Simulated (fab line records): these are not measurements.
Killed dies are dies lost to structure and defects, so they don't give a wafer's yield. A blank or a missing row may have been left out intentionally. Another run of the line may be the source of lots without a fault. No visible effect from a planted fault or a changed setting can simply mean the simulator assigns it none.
fab line records	flow n5-finfet
record lots=24	wafers=72	last-day=20
route steps=1938 shown BEOL_M5@1127
lots with no fault: from the same line, run without faults
start-h: start of the lot's first displayed wafer, in hours after the record's first day	wait-h: hours from the lot's prior step to this one	" the same as in the row above	L1.1+2: a single row standing in for several wafers	- no value present, or no start provided	* or withheld: withheld	< > ~ a bound
route shown NAME@n: NAME is a module with steps in the file, n the number in the route of the first one	usual: the fault-free wafers' mean and standard deviation	same: alike in all rows	chamber/n: place in a boat	sites: per-site readings	_std_site: the standard deviation of these	_edge_site: the outer-site mean with the inner-site mean subtracted	radius-mm: how far each site lies from the wafer's centre	mask NAME#n: copy n	behind: the last tool/chamber to shape the wafer	hold: what put the lot on hold/how long, in hours/how the hold closed	device: transistor that didn't switch, given as n, p or np	end of line: the tests these same wafers got at the end of their route	a step without rows: its recipe alone	killed: dies that structure and defects cost at the first sort, which is not the same as the wafer's yield	map: the dies of a wafer, with x for killed, . for not killed, _ for no die there
set.NAME: the run value of the setting; set.NAME@STEP: its run value at that earlier step	model.NAME: the simulator's own value behind a step, which no gauge read
one table for each step of the route and one row for each wafer, over a sample of lots
services: the hour from which a tool's chamber was out of use, counted from the record's first day as start-h (under 0 if before that day), plus the number of hours and why
## steps
# step N5_BEOL_M5_OVL_MEAS_12
# recipe points-per-wafer=522
# usual M5_OVL=-0.1/0.71
lot.wafer	tool	chamber	start-h	wait-h	M5_OVL[nm]
L074.1	overlay-02	0	187.82	0.0	-0.4
L074.3	"	0	"	"	-0.5
L074.5	"	0	"	"	-0.9
L077.2	overlay-01	0	196.39	0.0	-0.7
L077.5	"	0	"	"	-0.5
L077.6	"	0	"	"	-1.7
L076.1	overlay-01	0	198.40	0.0	-1.0
L076.2	"	0	"	"	-0.7
L076.4	"	0	"	"	-0.5
L075.2	overlay-02	0	201.46	0.0	1.4
L075.3	"	0	"	"	0.0
L075.6	"	0	"	"	1.3
L079.1	overlay-01	0	205.40	0.0	-0.3
L079.3	"	0	"	"	0.8
L079.5	"	0	"	"	0.0
L078.1	overlay-01	0	205.65	0.0	-0.8
L078.4	"	0	"	"	-0.8
L078.6	"	0	"	"	-0.8
L080.1	overlay-01	0	229.31	0.0	-0.9
L080.3	"	0	"	"	0.3
L080.5	"	0	"	"	-0.2
L081.2	overlay-01	0	236.40	0.0	-0.4
L081.5	"	0	"	"	-0.8
L081.6	"	0	"	"	0.7
L082.2	overlay-01	0	257.77	0.0	-0.6
L082.3	"	0	"	"	-2.4
L082.5	"	0	"	"	-1.0
L085.2	overlay-02	0	258.05	0.0	-1.0
L085.3	"	0	"	"	-0.3
L085.4	"	0	"	"	0.0
L084.2	overlay-02	0	286.46	0.0	-1.3
L084.4	"	0	"	"	-0.5
L084.5	"	0	"	"	-0.6
L086.2	overlay-01	0	293.38	0.0	-0.6
L086.3	"	0	"	"	-0.1
L086.4	"	0	"	"	0.1
L089.2	overlay-01	0	300.05	0.0	-0.1
L089.3	"	0	"	"	0.1
L089.5	"	0	"	"	0.6
L083.3	overlay-02	0	303.50	0.0	-0.3
L083.4	"	0	"	"	-0.1
L083.5	"	0	"	"	-0.1
L087.1	overlay-01	0	308.46	0.0	1.2
L087.4	"	0	"	"	1.2
L087.6	"	0	"	"	1.3
L088.1	overlay-01	0	313.45	0.0	0.2
L088.2	"	0	"	"	0.4
L088.4	"	0	"	"	0.4
L090.2	overlay-02	0	320.20	0.0	-0.2
L090.3	"	0	"	"	-0.4
L090.6	"	0	"	"	0.5
L093.3	overlay-02	0	332.06	0.0	0.0
L093.4	"	0	"	"	-0.4
L093.5	"	0	"	"	-0.4
L092.1	overlay-01	0	334.33	0.0	0.1
L092.2	"	0	"	"	0.6
L092.6	"	0	"	"	0.3
L094.1	overlay-01	0	336.85	0.0	-0.3
L094.2	"	0	"	"	-0.6
L094.3	"	0	"	"	-0.7
L091.1	overlay-02	0	337.35	0.0	0.7
L091.3	"	0	"	"	0.1
L091.6	"	0	"	"	-0.4
L097.1	overlay-02	0	354.58	0.0	-0.4
L097.2	"	0	"	"	-0.8
L097.5	"	0	"	"	-0.1
L095.4	overlay-01	0	354.76	0.0	0.3
L095.5	"	0	"	"	-0.4
L095.6	"	0	"	"	-0.2
L096.2	overlay-02	0	362.16	0.0	-0.2
L096.3	"	0	"	"	1.4
L096.6	"	0	"	"	-0.2
# step N5_BEOL_M5_ETCH_75
# recipe chemistry=N2/H2	target=underlayer	target-depth-a=65	mask-material=CAR-EUV	time-s=5.2	ion-energy-ev=200	pressure-mtorr=30	source-w=840	bias-w=150	n2-flow-sccm=200	h2-flow-sccm=200	ends=cleared
# usual drypump-motor-current-A=5.6/0.45	etch-rf-on-time-s=5.19/0.085	n2-flow-sccm=199.9/0.66	oes-product-au=0.69/0.078	rf-vpp-V=524.0/2.8	showerhead-plenum-p-Torr=2.55/0.094	throttle-valve-pct=17.84/0.23
lot.wafer	tool	chamber	start-h	wait-h	drypump-motor-current-A	etch-rf-on-time-s	n2-flow-sccm	oes-product-au	rf-hours-counter-h	rf-vpp-V	showerhead-plenum-p-Torr	throttle-valve-pct
L074.1	rie-diel-03	2	191.59	0.0	5.3	5.39	199.6	0.59	240	521.1	2.40	18.08
L074.3	"	0	"	"	4.8	5.33	200.2	0.71	44	519.3	2.48	17.55
L074.5	"	1	"	"	6.0	5.10	198.7	0.62	-	526.3	2.62	18.09
L077.2	rie-diel-03	0	197.38	0.0	4.8	5.27	200.3	0.71	46	522.0	2.48	17.57
L077.5	"	3	"	"	5.5	5.29	199.5	0.78	-	527.4	2.71	17.62
L077.6	"	0	"	"	4.7	5.37	199.4	0.71	-	521.6	2.48	17.53
L076.1	rie-diel-06	0	200.21	0.0	5.2	5.14	198.8	0.79	15	521.7	2.49	17.58
L076.2	"	2	"	"	6.4	5.15	200.7	0.63	166	520.0	2.43	17.66
L076.4	"	1	"	"	5.6	5.14	199.8	0.60	218	525.7	2.62	18.27
L075.2	rie-diel-02	0	204.37	0.0	5.7	5.18	201.6	0.79	24	520.7	2.49	17.66
L075.3	"	3	"	"	5.8	5.17	199.9	0.67	94	521.9	2.47	18.13
L075.6	"	1	"	"	6.4	5.27	199.2	0.75	-	524.8	2.59	17.68
L079.1	rie-diel-06	1	206.65	0.0	5.6	5.22	200.1	0.59	219	523.8	2.62	18.30
L079.3	"	3	"	"	5.5	5.25	200.3	0.59	210	524.4	2.53	18.14
L079.5	"	3	"	"	5.5	5.24	200.4	0.58	-	520.1	2.53	18.13
L078.1	rie-diel-03	1	206.92	0.0	6.0	5.17	199.7	0.61	226	524.2	2.62	18.09
L078.4	"	3	"	"	5.5	5.31	199.9	0.77	21	528.2	2.71	17.61
L078.6	"	2	"	"	5.3	5.39	200.5	0.59	-	520.0	2.40	18.06
L080.1	rie-diel-02	2	231.91	0.0	6.0	5.13	198.5	0.62	177	526.7	2.63	17.87
L080.3	"	3	"	"	5.8	5.15	198.9	0.67	105	520.5	2.46	18.16
L080.5	"	0	"	"	5.6	5.05	200.4	0.78	-	519.9	2.48	17.68
L081.2	rie-diel-06	1	238.88	0.0	5.6	5.11	199.9	0.60	227	527.1	2.62	18.30
L081.5	"	0	"	"	5.2	5.15	199.5	0.77	-	522.8	2.48	17.59
L081.6	"	3	"	"	5.4	5.12	200.5	0.59	-	524.1	2.52	18.14
L082.2	rie-diel-02	3	259.73	0.0	5.8	5.14	199.9	0.66	117	519.7	2.46	18.18
L082.3	"	2	"	"	6.0	5.12	199.6	0.62	190	525.1	2.62	17.88
L082.5	"	3	"	"	5.8	5.15	198.8	0.65	-	522.6	2.46	18.19
L085.2	rie-diel-02	3	261.90	0.0	5.8	5.08	199.3	0.65	118	519.5	2.46	18.20
L085.3	"	2	"	"	6.0	5.20	201.1	0.62	191	525.5	2.62	17.87
L085.4	"	0	"	"	5.6	5.11	200.5	0.75	48	521.1	2.48	17.68
L084.2	rie-diel-03	0	289.56	0.0	4.8	5.31	200.2	0.67	79	522.4	2.47	17.62
L084.4	"	2	"	"	5.4	5.18	200.2	0.79	-	527.8	2.70	17.74
L084.5	"	0	"	"	4.8	5.30	200.8	0.68	-	520.6	2.47	17.61
L086.2	rie-diel-06	3	295.69	0.0	5.5	5.13	200.2	0.59	231	525.2	2.52	18.16
L086.3	"	1	"	"	5.6	5.20	201.2	0.58	241	526.7	2.61	18.31
L086.4	"	2	"	"	6.5	5.09	199.6	0.63	187	519.0	2.42	17.69
L089.2	rie-diel-02	2	302.36	0.0	6.0	5.16	199.9	0.61	202	527.5	2.62	17.89
L089.3	"	0	"	"	5.7	5.16	199.6	0.73	59	523.6	2.47	17.74
L089.5	"	0	"	"	5.7	5.11	199.3	0.74	-	522.6	2.47	17.71
L083.3	rie-diel-03	0	306.86	0.0	4.7	5.31	200.0	0.66	84	523.1	2.47	17.62
L083.4	"	3	"	"	5.5	5.33	198.9	0.72	57	528.8	2.70	17.71
L083.5	"	0	"	"	4.8	5.28	200.0	0.67	-	523.5	2.47	17.64
L087.1	rie-diel-06	1	312.36	0.0	5.6	5.23	199.4	0.58	245	525.1	2.61	18.31
L087.4	"	2	"	"	6.4	5.13	200.4	0.63	192	522.2	2.42	17.67
L087.6	"	3	"	"	5.5	5.20	198.7	0.58	-	522.8	2.52	18.17
L088.1	rie-diel-02	1	315.41	0.0	6.3	5.34	199.8	0.72	51	524.9	2.58	17.70
L088.2	"	0	"	"	5.6	5.19	199.7	0.71	63	522.5	2.47	17.72
L088.4	"	2	"	"	6.1	5.22	201.1	0.61	207	523.8	2.62	17.91
L090.2	rie-diel-03	1	322.69	0.0	6.0	5.03	199.9	0.84	5	525.1	2.60	17.72
L090.3	"	0	"	"	4.7	5.30	200.2	0.66	88	521.0	2.47	17.64
L090.6	"	1	"	"	6.1	5.06	199.0	0.84	-	527.3	2.60	17.73
L093.3	rie-diel-06	2	333.47	0.0	6.4	5.10	200.7	0.62	196	522.0	2.41	17.71
L093.4	"	0	"	"	5.2	5.08	200.6	0.75	50	522.1	2.48	17.64
L093.5	"	1	"	"	5.6	5.22	199.2	0.57	-	525.7	2.61	18.33
L092.1	rie-diel-03	3	335.63	0.0	5.5	5.29	200.8	0.70	64	527.6	2.69	17.71
L092.2	"	1	"	"	6.1	5.07	200.4	0.83	8	524.7	2.60	17.72
L092.6	"	0	"	"	4.8	5.33	199.7	0.66	-	522.3	2.46	17.65
L091.1	rie-diel-02	3	340.72	0.0	5.8	5.12	199.2	0.65	140	520.5	2.45	18.21
L091.3	"	0	"	"	5.6	5.22	201.5	0.72	69	522.2	2.47	17.72
L091.6	"	0	"	"	5.6	5.13	200.4	0.72	-	521.3	2.47	17.75
L094.1	rie-diel-03	2	340.77	0.0	5.4	5.16	201.1	0.76	32	529.1	2.70	17.74
L094.2	"	3	"	"	5.5	5.23	200.4	0.71	65	527.0	2.69	17.73
L094.3	"	0	"	"	4.8	5.30	199.4	0.66	92	522.3	2.46	17.67
L097.1	rie-diel-03	2	355.64	0.0	5.3	5.21	201.0	0.76	36	531.0	2.70	17.78
L097.2	"	3	"	"	5.5	5.25	199.9	0.71	69	528.2	2.69	17.69
L097.5	"	2	"	"	5.3	5.16	200.1	0.77	-	526.8	2.70	17.78
L095.4	rie-diel-02	3	355.94	0.0	5.8	5.19	200.3	0.63	144	522.2	2.45	18.26
L095.5	"	0	"	"	5.7	5.16	199.9	0.71	-	520.2	2.46	17.74
L095.6	"	1	"	"	6.3	5.22	198.9	0.73	-	525.7	2.57	17.71
L096.2	rie-diel-06	3	365.69	0.0	5.4	5.21	200.7	0.56	250	524.0	2.51	18.17
L096.3	"	2	"	"	6.4	5.17	200.3	0.61	206	520.1	2.41	17.71
L096.6	"	3	"	"	5.4	5.25	200.5	0.56	-	522.7	2.51	18.20
# step N5_BEOL_M5_OCD_MEAS_38
# usual trench-depth-nm=71.6/0.99
lot.wafer	tool	chamber	start-h	wait-h	trench-depth-nm
L074.1	ocd-01	-	191.98	-	68.8
L074.3	"	-	"	"	70.3
L074.5	"	-	"	"	72.1
L077.2	ocd-01	-	197.76	-	71.2
L077.5	"	-	"	"	71.2
L077.6	"	-	"	"	71.3
L076.1	ocd-02	-	200.60	-	72.4
L076.2	"	-	"	"	71.2
L076.4	"	-	"	"	72.2
L075.2	ocd-02	-	204.75	-	72.7
L075.3	"	-	"	"	72.7
L075.6	"	-	"	"	70.9
L079.1	ocd-02	-	207.03	-	72.0
L079.3	"	-	"	"	72.0
L079.5	"	-	"	"	71.5
L078.1	ocd-02	-	207.31	-	72.0
L078.4	"	-	"	"	70.6
L078.6	"	-	"	"	69.8
L080.1	ocd-02	-	232.30	-	70.9
L080.3	"	-	"	"	71.5
L080.5	"	-	"	"	71.7
L081.2	ocd-02	-	239.27	-	70.4
L081.5	"	-	"	"	71.4
L081.6	"	-	"	"	70.8
L082.2	ocd-02	-	260.11	-	71.9
L082.3	"	-	"	"	70.4
L082.5	"	-	"	"	71.9
L085.2	ocd-02	-	262.28	-	71.4
L085.3	"	-	"	"	72.3
L085.4	"	-	"	"	72.0
L084.2	ocd-01	-	289.94	-	70.8
L084.4	"	-	"	"	72.6
L084.5	"	-	"	"	70.1
L086.2	ocd-02	-	296.07	-	71.7
L086.3	"	-	"	"	71.2
L086.4	"	-	"	"	71.6
L089.2	ocd-01	-	302.75	-	70.5
L089.3	"	-	"	"	71.5
L089.5	"	-	"	"	70.6
L083.3	ocd-01	-	307.25	-	70.6
L083.4	"	-	"	"	71.1
L083.5	"	-	"	"	70.5
L087.1	ocd-02	-	312.74	-	72.3
L087.4	"	-	"	"	71.8
L087.6	"	-	"	"	71.9
L088.1	ocd-02	-	315.79	-	71.2
L088.2	"	-	"	"	71.0
L088.4	"	-	"	"	71.2
L090.2	ocd-02	-	323.08	-	73.3
L090.3	"	-	"	"	70.4
L090.6	"	-	"	"	72.9
L093.3	ocd-02	-	333.86	-	71.5
L093.4	"	-	"	"	73.0
L093.5	"	-	"	"	71.6
L092.1	ocd-01	-	336.01	-	72.0
L092.2	"	-	"	"	74.2
L092.6	"	-	"	"	70.4
L091.1	ocd-01	-	341.10	-	71.2
L091.3	"	-	"	"	71.2
L091.6	"	-	"	"	71.9
L094.1	ocd-01	-	341.15	-	72.7
L094.2	"	-	"	"	71.7
L094.3	"	-	"	"	70.4
L097.1	ocd-01	-	356.02	-	73.2
L097.2	"	-	"	"	72.1
L097.5	"	-	"	"	72.6
L095.4	ocd-01	-	356.33	-	70.9
L095.5	"	-	"	"	70.9
L095.6	"	-	"	"	70.5
L096.2	ocd-02	-	366.08	-	70.8
L096.3	"	-	"	"	71.7
L096.6	"	-	"	"	71.6
# step N5_BEOL_M5_CURE_80
# recipe temp-c=370	time-s=120	ambient=DMADMS/He	material=SiCOH_lowk
# usual lamp-power-pct=52.31/0.053	wafer_temp_C_max=371.7/0.64
lot.wafer	tool	chamber	start-h	wait-h	lamp-power-pct	wafer_temp_C_max
L074.1	uv-cure-03	1	192.17	0.0	52.34	371.4
L074.3	"	1	"	"	52.43	371.5
L074.5	"	1	"	"	52.36	371.3
L077.2	uv-cure-02	1	198.01	0.1	52.40	372.4
L077.5	"	1	"	"	52.37	372.2
L077.6	"	1	"	"	52.29	372.7
L076.1	uv-cure-02	1	200.79	0.0	52.32	373.2
L076.2	"	1	"	"	52.27	372.1
L076.4	"	1	"	"	52.37	372.0
L075.2	uv-cure-03	1	204.99	0.1	52.36	371.0
L075.3	"	1	"	"	52.31	371.4
L075.6	"	1	"	"	52.20	371.4
L079.1	uv-cure-01	1	207.33	0.1	52.43	370.8
L079.3	"	1	"	"	52.33	371.0
L079.5	"	1	"	"	52.38	371.0
L078.1	uv-cure-01	1	207.63	0.2	52.28	370.6
L078.4	"	1	"	"	52.29	371.3
L078.6	"	1	"	"	52.36	371.0
L080.1	uv-cure-03	2	232.50	0.0	52.30	371.7
L080.3	"	2	"	"	52.31	372.1
L080.5	"	2	"	"	52.33	372.7
L081.2	uv-cure-01	0	240.32	0.9	52.35	371.7
L081.5	"	0	"	"	52.25	371.7
L081.6	"	0	"	"	52.41	372.5
L082.2	uv-cure-02	2	260.36	0.1	52.25	372.2
L082.3	"	2	"	"	52.37	372.0
L082.5	"	2	"	"	52.37	372.8
L085.2	uv-cure-02	1	262.53	0.1	52.21	371.8
L085.3	"	1	"	"	52.29	372.4
L085.4	"	1	"	"	52.28	372.1
L084.2	uv-cure-03	0	290.19	0.1	52.31	371.3
L084.4	"	0	"	"	52.30	370.9
L084.5	"	0	"	"	52.28	371.3
L086.2	uv-cure-02	0	296.32	0.1	52.29	371.5
L086.3	"	0	"	"	52.33	371.1
L086.4	"	0	"	"	52.33	371.1
L089.2	uv-cure-02	2	303.00	0.1	52.30	371.5
L089.3	"	2	"	"	52.29	371.6
L089.5	"	2	"	"	52.24	371.1
L083.3	uv-cure-02	1	307.54	0.1	52.41	372.2
L083.4	"	1	"	"	52.28	372.2
L083.5	"	1	"	"	52.30	371.9
L087.1	uv-cure-01	1	312.93	0.0	52.23	371.2
L087.4	"	1	"	"	52.31	370.8
L087.6	"	1	"	"	52.30	371.1
L088.1	uv-cure-03	1	316.00	0.0	52.37	370.9
L088.2	"	1	"	"	52.21	370.8
L088.4	"	1	"	"	52.28	371.1
L090.2	uv-cure-03	0	323.32	0.1	52.31	371.4
L090.3	"	0	"	"	52.35	371.3
L090.6	"	0	"	"	52.34	371.4
L093.3	uv-cure-01	2	334.26	0.2	52.27	371.9
L093.4	"	2	"	"	52.40	371.3
L093.5	"	2	"	"	52.37	371.2
L092.1	uv-cure-01	2	336.21	0.0	52.26	371.2
L092.2	"	2	"	"	52.22	370.8
L092.6	"	2	"	"	52.28	371.1
L091.1	uv-cure-03	0	341.29	0.0	52.27	371.3
L091.3	"	0	"	"	52.38	371.9
L091.6	"	0	"	"	52.31	371.8
L094.1	uv-cure-02	2	341.35	0.0	52.23	371.6
L094.2	"	2	"	"	52.33	372.2
L094.3	"	2	"	"	52.38	372.2
L097.1	uv-cure-03	2	356.22	0.0	52.28	372.3
L097.2	"	2	"	"	52.28	372.1
L097.5	"	2	"	"	52.33	371.9
L095.4	uv-cure-02	2	356.82	0.3	52.25	372.2
L095.5	"	2	"	"	52.31	372.3
L095.6	"	2	"	"	52.34	372.0
L096.2	uv-cure-02	1	366.44	0.2	52.26	373.6
L096.3	"	1	"	"	52.21	372.2
L096.6	"	1	"	"	52.22	372.1
# step N5_BEOL_M5_ANNEAL_49
# recipe temp-c=400	time-s=1800	ambient=vacuum
# usual heater-power-w=876/97
lot.wafer	tool	chamber	start-h	wait-h	heater-power-w
L074.1	pvd-sputter-03	-	193.22	0.0	1011
L074.3	"	-	"	"	754
L074.5	"	-	"	"	995
L077.2	pvd-sputter-02	-	200.40	0.0	937
L077.5	"	-	"	"	914
L077.6	"	-	"	"	911
L076.1	pvd-sputter-01	-	202.38	0.0	998
L076.2	"	-	"	"	761
L076.4	"	-	"	"	871
L075.2	pvd-sputter-02	-	206.31	0.0	962
L075.3	"	-	"	"	917
L075.6	"	-	"	"	922
L079.1	pvd-sputter-01	-	208.41	0.0	801
L079.3	"	-	"	"	985
L079.5	"	-	"	"	764
L078.1	pvd-sputter-03	-	210.71	0.0	820
L078.4	"	-	"	"	824
L078.6	"	-	"	"	1042
L080.1	pvd-sputter-03	-	234.28	0.0	770
L080.3	"	-	"	"	1033
L080.5	"	-	"	"	1018
L081.2	pvd-sputter-01	-	241.40	0.0	783
L081.5	"	-	"	"	798
L081.6	"	-	"	"	966
L082.2	pvd-sputter-03	-	261.66	0.0	753
L082.3	"	-	"	"	838
L082.5	"	-	"	"	797
L085.2	pvd-sputter-01	-	263.71	0.0	864
L085.3	"	-	"	"	984
L085.4	"	-	"	"	817
L084.2	pvd-sputter-01	-	291.47	0.0	864
L084.4	"	-	"	"	991
L084.5	"	-	"	"	860
L086.2	pvd-sputter-02	-	297.55	0.0	909
L086.3	"	-	"	"	966
L086.4	"	-	"	"	1050
L089.2	pvd-sputter-01	-	304.13	0.0	747
L089.3	"	-	"	"	980
L089.5	"	-	"	"	842
L083.3	pvd-sputter-03	-	308.85	0.0	824
L083.4	"	-	"	"	802
L083.5	"	-	"	"	757
L087.1	pvd-sputter-02	-	313.97	0.0	935
L087.4	"	-	"	"	1008
L087.6	"	-	"	"	964
L088.1	pvd-sputter-03	-	317.24	0.0	1033
L088.2	"	-	"	"	828
L088.4	"	-	"	"	764
L090.2	pvd-sputter-03	-	324.29	0.0	1002
L090.3	"	-	"	"	804
L090.6	"	-	"	"	772
L093.3	pvd-sputter-02	-	336.50	0.0	1030
L093.4	"	-	"	"	988
L093.5	"	-	"	"	1025
L092.1	pvd-sputter-01	-	339.65	0.0	757
L092.2	"	-	"	"	799
L092.6	"	-	"	"	770
L091.1	pvd-sputter-02	-	342.58	0.0	923
L091.3	"	-	"	"	912
L091.6	"	-	"	"	1017
L094.1	pvd-sputter-03	-	343.22	0.0	841
L094.2	"	-	"	"	1011
L094.3	"	-	"	"	761
L097.1	pvd-sputter-03	-	357.36	0.0	1012
L097.2	"	-	"	"	748
L097.5	"	-	"	"	806
L095.4	pvd-sputter-01	-	357.92	0.0	866
L095.5	"	-	"	"	766
L095.6	"	-	"	"	814
L096.2	pvd-sputter-03	-	367.95	0.0	1027
L096.3	"	-	"	"	805
L096.6	"	-	"	"	781
# step N5_BEOL_M5_INSPECT_58
# recipe inspect-instrument=darkfield	mode=post-dep
# usual raw-defect-count=69/21
lot.wafer	tool	chamber	start-h	wait-h	raw-defect-count
L074.1	defect-inspect-02	-	198.81	0.0	59
L074.3	"	-	"	"	63
L074.5	"	-	"	"	92
L077.2	defect-inspect-01	-	207.90	0.0	47
L077.5	"	-	"	"	56
L077.6	"	-	"	"	48
L076.1	defect-inspect-02	-	208.01	0.0	61
L076.2	"	-	"	"	104
L076.4	"	-	"	"	68
L075.2	defect-inspect-01	-	211.70	0.0	82
L075.3	"	-	"	"	58
L075.6	"	-	"	"	58
L079.1	defect-inspect-01	-	213.76	0.0	90
L079.3	"	-	"	"	78
L079.5	"	-	"	"	100
L078.1	defect-inspect-02	-	216.12	0.0	41
L078.4	"	-	"	"	50
L078.6	"	-	"	"	54
L080.1	defect-inspect-01	-	239.63	0.0	67
L080.3	"	-	"	"	96
L080.5	"	-	"	"	70
L081.2	defect-inspect-02	-	246.93	0.0	85
L081.5	"	-	"	"	46
L081.6	"	-	"	"	81
L082.2	defect-inspect-02	-	267.01	0.0	107
L082.3	"	-	"	"	82
L082.5	"	-	"	"	105
L085.2	defect-inspect-02	-	269.06	0.0	59
L085.3	"	-	"	"	62
L085.4	"	-	"	"	70
L084.2	defect-inspect-01	-	297.02	0.0	69
L084.4	"	-	"	"	35
L084.5	"	-	"	"	62
L086.2	defect-inspect-02	-	302.90	0.0	44
L086.3	"	-	"	"	41
L086.4	"	-	"	"	29
L089.2	defect-inspect-02	-	309.49	0.0	80
L089.3	"	-	"	"	47
L089.5	"	-	"	"	67
L083.3	defect-inspect-02	-	314.30	0.0	49
L083.4	"	-	"	"	57
L083.5	"	-	"	"	67
L087.1	defect-inspect-01	-	319.33	0.0	76
L087.4	"	-	"	"	85
L087.6	"	-	"	"	85
L088.1	defect-inspect-01	-	322.60	0.0	63
L088.2	"	-	"	"	78
L088.4	"	-	"	"	63
L090.2	defect-inspect-02	-	329.64	0.0	49
L090.3	"	-	"	"	43
L090.6	"	-	"	"	57
L093.3	defect-inspect-01	-	341.85	0.0	80
L093.4	"	-	"	"	58
L093.5	"	-	"	"	47
L092.1	defect-inspect-02	-	345.00	0.0	62
L092.2	"	-	"	"	64
L092.6	"	-	"	"	71
L091.1	defect-inspect-02	-	347.98	0.0	55
L091.3	"	-	"	"	71
L091.6	"	-	"	"	40
L094.1	defect-inspect-01	-	349.09	0.0	71
L094.2	"	-	"	"	79
L094.3	"	-	"	"	47
L097.1	defect-inspect-01	-	362.71	0.0	64
L097.2	"	-	"	"	67
L097.5	"	-	"	"	69
L095.4	defect-inspect-01	-	363.29	0.0	55
L095.5	"	-	"	"	114
L095.6	"	-	"	"	66
L096.2	defect-inspect-02	-	373.29	0.0	68
L096.3	"	-	"	"	60
L096.6	"	-	"	"	64
## services
tool	chamber	start-h	hours	kind
rie-diel-03	-	177.21	0.8	repair
rie-diel-02	2	214.00	6.4	repair
rie-diel-02	1	219.30	40.8	repair
rie-diel-03	2	225.34	-	clean
rie-diel-03	2	225.34	-	consumable-replace:focus-ring
rie-diel-03	2	225.34	-	consumable-replace:showerhead
rie-diel-03	2	225.34	18.0	scheduled-down
rie-diel-03	2	225.34	18.0	vent-cycle
uv-cure-02	-	231.71	22.2	pm
uv-cure-03	-	234.91	7.5	pm
rie-diel-06	3	252.54	2.8	repair
rie-diel-03	1	260.48	6.6	repair
pvd-sputter-02	-	265.13	12.8	repair
uv-cure-01	-	273.85	6.0	pm
uv-cure-01	-	279.85	1.0	pm
rie-diel-03	1	280.85	-	clean
rie-diel-03	1	280.85	-	consumable-replace:focus-ring
rie-diel-03	1	280.85	20.3	scheduled-down
rie-diel-03	1	280.85	20.3	vent-cycle
uv-cure-01	-	294.23	7.5	pm
rie-diel-03	3	318.68	3.2	repair
rie-diel-06	3	326.10	3.0	repair
rie-diel-06	1	356.46	-	clean
pvd-sputter-03	-	361.72	2.7	repair
## key
fault none
